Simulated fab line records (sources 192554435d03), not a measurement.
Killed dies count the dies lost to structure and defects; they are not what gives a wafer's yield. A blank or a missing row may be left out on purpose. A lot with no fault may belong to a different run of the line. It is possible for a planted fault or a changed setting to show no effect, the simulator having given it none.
Code-filled problem report in 8D (eight disciplines) form ; flow n5Finfet ; the parts of the form that need people (team, actions taken, sign-off) are left out

== 1. PROBLEM STATEMENT ==
Mean of plateTempC at N5_BEOL_M11_COAT_63: 241.86 C across 6 wafers in 2 lots; on wafers with no fault it is 249.95 C (standard deviation 0.18). Measured from the usual mean, that is -45 standard deviations.
The step: time 60 s, resist thk 100 nm.
The first sign was on wafer L667.1 at day 12 10:39, on lithoTrack-02. Wafers with a number at this step in the record: 32, from 11 lots. By rule, "out" or "out of limits" means more than 4 standard deviations away from the usual mean. The rest of the wafers with a number are treated as sound.

== 2. WHAT THIS IS AND IS NOT ==
question;is;is not
which readings at this step;plateTempC, heaterPowerTotalW;spinSpeedRpm
which lots;L667, L669;L660, L663, L664, L665, L676, L677, L679, L681, L682
which wafers of those lots;all that have a number;-
read on which tools;lithoTrack-02;lithoTrack-03, lithoTrack-04
when;from day 12 10:39;"up to then (12 sound wafers); but 14 sound wafers of L676, L677, L679, L681, L682 came after"

== 3. THE SUSPECTS, EACH WITH WHAT RULES IT OUT ==
Counting: a tool stays on the suspect list if, at a process step up to the reading, it processed all lots that are out and no sound lot following the first of them.
- lithoTrack-02 at N5_BEOL_M11_COAT_63 (time 60 s, resist thk 100 nm): ruled out as a lasting fault. The sound lots L681 went through it after L667, its earliest lot that is out (day 12 10:39).
Left after counting: nothing in the record.

== 4. THE CAUSE (what the simulator had put in) ==
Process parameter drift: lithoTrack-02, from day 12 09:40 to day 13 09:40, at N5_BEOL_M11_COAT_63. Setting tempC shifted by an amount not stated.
Counting ruled it out, wrongly.

== 5. THE CHAIN OF EFFECTS, in route order ==
Rows list readings where the struck wafers' mean (over those with a number) sits beyond 3 standard deviations from the usual. Only readings for which the record gives a usual standard deviation are gone through. hours: the time from each lot's start at the first step in this table that gives one to its start at this step, as a median over the lots. sigmas: the change in usual standard deviations.
hours;step;reading;usual;on struck wafers;change;sigmas
0;N5_BEOL_M11_COAT_63;heaterPowerTotalW;500.4 W;480.0;-20.4;-12
0;N5_BEOL_M11_COAT_63;plateTempC;249.95 C;241.86;-8.09;-45
Process steps it contains:
- N5_BEOL_M11_COAT_63: time 60 s, resist thk 100 nm.

== 6. HOW IT WOULD HAVE BEEN CAUGHT EARLIER ==
In this record the first reading out of limits was taken at day 12 10:39, 1 hour after the fault began at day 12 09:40.
